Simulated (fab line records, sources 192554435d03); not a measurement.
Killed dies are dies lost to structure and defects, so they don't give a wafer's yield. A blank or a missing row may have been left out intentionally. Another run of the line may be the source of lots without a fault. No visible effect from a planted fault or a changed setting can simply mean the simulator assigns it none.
Matching of chambers || flow n5_finfet || rie_si-02 running N5_BEOL_M0_SAQP_MANDREL_ETCH_20: 4 sister chambers
The step etches a-Si in HBr/Cl2, stops on SiNx, target depth 60 nm, bt time 10 s, time 30 s. 4 wafers are shown with their chamber, then 9 later ones without.

== WAFERS WITH THEIR CHAMBER ==
{"wafer": "L081.4", "chamber": 1, "throttle_valve_pct (%)": 34.74}
{"wafer": "L087.1", "chamber": 2, "throttle_valve_pct (%)": 35.48}
{"wafer": "L087.5", "chamber": 3, "throttle_valve_pct (%)": 35.42}
{"wafer": "L087.6", "chamber": 0, "throttle_valve_pct (%)": 35.44}

== WAFERS WITH NO CHAMBER GIVEN ==
{"wafer": "L088.1", "throttle_valve_pct (%)": 35.44}
{"wafer": "L088.2", "throttle_valve_pct (%)": 35.44}
{"wafer": "L088.3", "throttle_valve_pct (%)": 34.75}
{"wafer": "L090.2", "throttle_valve_pct (%)": 35.45}
{"wafer": "L090.3", "throttle_valve_pct (%)": 34.74}
{"wafer": "L090.6", "throttle_valve_pct (%)": 35.48}
{"wafer": "L092.2", "throttle_valve_pct (%)": 35.49}
{"wafer": "L092.3", "throttle_valve_pct (%)": 34.76}
{"wafer": "L092.4", "throttle_valve_pct (%)": 35.44}

== WHICH CHAMBER EACH WENT THROUGH ==
{"wafer": "L088.1", "from the rows above": 0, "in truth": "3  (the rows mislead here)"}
{"wafer": "L088.2", "from the rows above": 0, "in truth": 0}
{"wafer": "L088.3", "from the rows above": 1, "in truth": 1}
{"wafer": "L090.2", "from the rows above": 0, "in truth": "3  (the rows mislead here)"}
{"wafer": "L090.3", "from the rows above": 1, "in truth": 1}
{"wafer": "L090.6", "from the rows above": 2, "in truth": 2}
{"wafer": "L092.2", "from the rows above": 2, "in truth": 2}
{"wafer": "L092.3", "from the rows above": 1, "in truth": 1}
{"wafer": "L092.4", "from the rows above": 0, "in truth": 0}
Correctly placed: 7 of 9. From these rows, 0 cannot be placed. Wrongly placed: 2.
How it was worked out, from the rows above alone: a wafer's distance from a chamber is the root of the sum, over the readings, of the square of ((its reading less the chamber's mean) divided by the reading's scatter). If the next closest chamber is less than 2 further off than the closest, the wafer can't be placed; otherwise it belongs to the closest. A chamber's mean is the mean of its shown wafers. The scatter: root of mean squared gap, hidden wafer to nearest shown wafer, with one shown wafer a chamber.
